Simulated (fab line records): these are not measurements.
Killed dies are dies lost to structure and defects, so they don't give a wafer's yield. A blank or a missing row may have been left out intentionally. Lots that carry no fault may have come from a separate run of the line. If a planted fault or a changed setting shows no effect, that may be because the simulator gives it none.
Which tool did it? + flow n5 finfet + 11 lots, 31 wafers sampled, at 4 steps of a route of 1938

== WHAT EACH GAUGE READ, for each wafer ==
N5_BEOL_M7_THK_MEAS_01.
| lot  | measured     | on            | M7_ILD_THK (nm)   |
|------|--------------|---------------|-------------------|
| L643 | day 9 12:52  | film metro-02 | 154.2 155.0 155.8 |
| L646 | day 10 02:38 | film metro-02 | 113.4 114.8       |
| L647 | day 10 10:48 | film metro-02 | 111.3 156.2       |
| L650 | day 10 22:35 | film metro-02 | 153.8 152.8 113.6 |
| L653 | day 12 00:25 | film metro-02 | 153.9 156.4 157.1 |
| L654 | day 12 02:13 | film metro-01 | 154.1 155.5 156.9 |
| L656 | day 12 11:01 | film metro-02 | 154.5 155.0 156.8 |
| L659 | day 13 17:48 | film metro-01 | 154.0 153.3 156.1 |
| L661 | day 13 18:08 | film metro-02 | 153.9 155.8 155.8 |
| L663 | day 14 18:06 | film metro-02 | 153.2 155.6 155.8 |
| L664 | day 15 04:25 | film metro-01 | 151.5 155.3 155.9 |

== TOOL THAT RAN EACH LOT (tool first, then ch and the chambers of the sampled wafers, then the start) ==
| lot  | N5_BEOL_M6_CURE_75            | N5_BEOL_M6_SURFACE_TREAT_79  | N5_BEOL_M7_ILD_DEP_00           |
|------|-------------------------------|------------------------------|---------------------------------|
| L643 | uv cure-02 ch 1, day 9 05:09  | pvd sputter-03, day 9 06:19  | pecvd-03 ch 0,1,2, day 9 12:17  |
| L646 | uv cure-01 ch 2, day 9 19:22  | pvd sputter-03, day 9 19:59  | pecvd-03 ch 1,2, day 10 02:04   |
| L647 | uv cure-03 ch 0, day 10 05:44 | pvd sputter-03, day 10 06:20 | pecvd-03 ch 0, day 10 10:13     |
| L650 | uv cure-03 ch 1, day 10 19:11 | pvd sputter-02, day 10 20:47 | pecvd-03 ch 0,1,2, day 10 22:00 |
| L653 | uv cure-03 ch 2, day 11 18:37 | pvd sputter-02, day 11 19:38 | pecvd-02 ch 0,1, day 11 23:50   |
| L654 | uv cure-01 ch 0, day 11 18:44 | pvd sputter-03, day 11 19:53 | pecvd-01 ch 0,1,2, day 12 01:38 |
| L656 | uv cure-03 ch 1, day 12 08:05 | pvd sputter-03, day 12 08:58 | pecvd-01 ch 0,2, day 12 10:26   |
| L659 | uv cure-01 ch 1, day 13 14:52 | pvd sputter-01, day 13 15:42 | pecvd-01 ch 0,1, day 13 17:13   |
| L661 | uv cure-03 ch 2, day 13 14:57 | pvd sputter-01, day 13 15:47 | pecvd-02 ch 1,2, day 13 17:32   |
| L663 | uv cure-01 ch 1, day 14 14:50 | pvd sputter-02, day 14 15:37 | pecvd-01 ch 0,2, day 14 17:31   |
| L664 | uv cure-01 ch 2, day 15 01:29 | pvd sputter-02, day 15 02:24 | pecvd-01 ch 0,1,2, day 15 03:51 |
- N5_BEOL_M6_CURE_75: cures SiCOH lowk, time 120 s.
- N5_BEOL_M6_SURFACE_TREAT_79
- N5_BEOL_M7_ILD_DEP_00: deposits SiCOH lowk from DEMS/porogen, target thk 179.75 nm, time 33.4 s.

== WHAT THE TOOLS THEMSELVES READ (means of the sampled wafers that have a number; where no wafer has one, the mark that the record gives instead) ==
N5_BEOL_M6_CURE_75.
| lot  | tool       | lamp power pct (%) | wafer_temp_C_max |
|------|------------|--------------------|------------------|
| L643 | uv cure-02 | 52.28              | 371.9            |
| L646 | uv cure-01 | 52.30              | 371.0            |
| L647 | uv cure-03 | 52.35              | 372.0            |
| L650 | uv cure-03 | 52.32              | 370.8            |
| L653 | uv cure-03 | 52.27              | 371.5            |
| L654 | uv cure-01 | 52.32              | 371.6            |
| L656 | uv cure-03 | 52.29              | 371.1            |
| L659 | uv cure-01 | 52.30              | 372.1            |
| L661 | uv cure-03 | 52.35              | 372.0            |
| L663 | uv cure-01 | 52.28              | 372.0            |
| L664 | uv cure-01 | 52.33              | 371.4            |

N5_BEOL_M7_ILD_DEP_00.
| lot  | tool     | chamber pressure Torr (Torr) | heater power w (W) | rf fwd power W (W) | showerhead plenum p Torr (Torr) | susceptor temp C (C) | throttle valve pct (%) |
|------|----------|------------------------------|--------------------|--------------------|---------------------------------|----------------------|------------------------|
| L643 | pecvd-03 | 5.004                        | 346                | 496.3              | 5.733                           | 300.11               | 14.0                   |
| L646 | pecvd-03 | 5.007                        | 356                | -                  | 5.734                           | -                    | 13.5                   |
| L647 | pecvd-03 | 5.005                        | 360                | 493.6              | 5.738                           | 300.21               | 14.9                   |
| L650 | pecvd-03 | 4.998                        | 340                | 495.2              | 5.739                           | 299.78               | 13.9                   |
| L653 | pecvd-02 | 4.999                        | 310                | 495.9              | 5.721                           | 299.83               | 13.0                   |
| L654 | pecvd-01 | 5.004                        | 366                | 495.6              | 5.754                           | 299.91               | 14.0                   |
| L656 | pecvd-01 | 5.001                        | 388                | 492.6              | 5.759                           | 299.85               | 14.5                   |
| L659 | pecvd-01 | 4.994                        | 368                | 495.3              | 5.737                           | 300.15               | 14.6                   |
| L661 | pecvd-02 | 5.000                        | 321                | 496.1              | 5.721                           | 299.90               | 12.8                   |
| L663 | pecvd-01 | 4.994                        | 387                | 494.1              | 5.749                           | 300.09               | 14.5                   |
| L664 | pecvd-01 | 5.001                        | 361                | 494.6              | 5.744                           | 299.98               | 14.0                   |

== THE ANSWER, worked out from the rows above alone ==
Rule: usual is defined by the lots themselves. Put in order of their means at a reading, lots are off if they are a third of the lots or fewer, leave a main group of 4 or more, and stand apart from it by a gap of 3 or more times the standard deviation of the main group's means; of several such gaps the widest counts. The tables above print the reading to a certain number of digits; a main group whose means all agree to those digits is not used. Also off: a lot with no number at a reading for which 4 or more lots have one. Where the step has rows for the other lots, those lots are counted as sound. Order of review: gauges by route order, followed by the tools' own readings, for which a lot's mean as printed above is used. The first step at which some lot is off is used, and at that step the reading that is off furthest; a lot without a number counts as furthest.
Off: at N5_BEOL_M7_THK_MEAS_01 (M7_ILD_THK), L646, L647, L650. For the main group the mean is 155.1 nm and the standard deviation 0.5.
A tool fits if, at a process step before that reading, it ran every lot that is off, and no sound lot after the first of them. Gauges at N5_BEOL_M7_THK_MEAS_01: tried the same way as those tools. One candidate fits, namely pecvd-03 at N5_BEOL_M7_ILD_DEP_00. A fault onset in the window from L643 (day 9 12:17, its last sound lot) to L646 (day 10 02:04, its first lot off) fits.

== WHAT THE SIMULATOR HAD INSERTED ==
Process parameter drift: pecvd-03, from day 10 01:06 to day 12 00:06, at N5_BEOL_M7_ILD_DEP_00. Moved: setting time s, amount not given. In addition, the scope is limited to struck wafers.
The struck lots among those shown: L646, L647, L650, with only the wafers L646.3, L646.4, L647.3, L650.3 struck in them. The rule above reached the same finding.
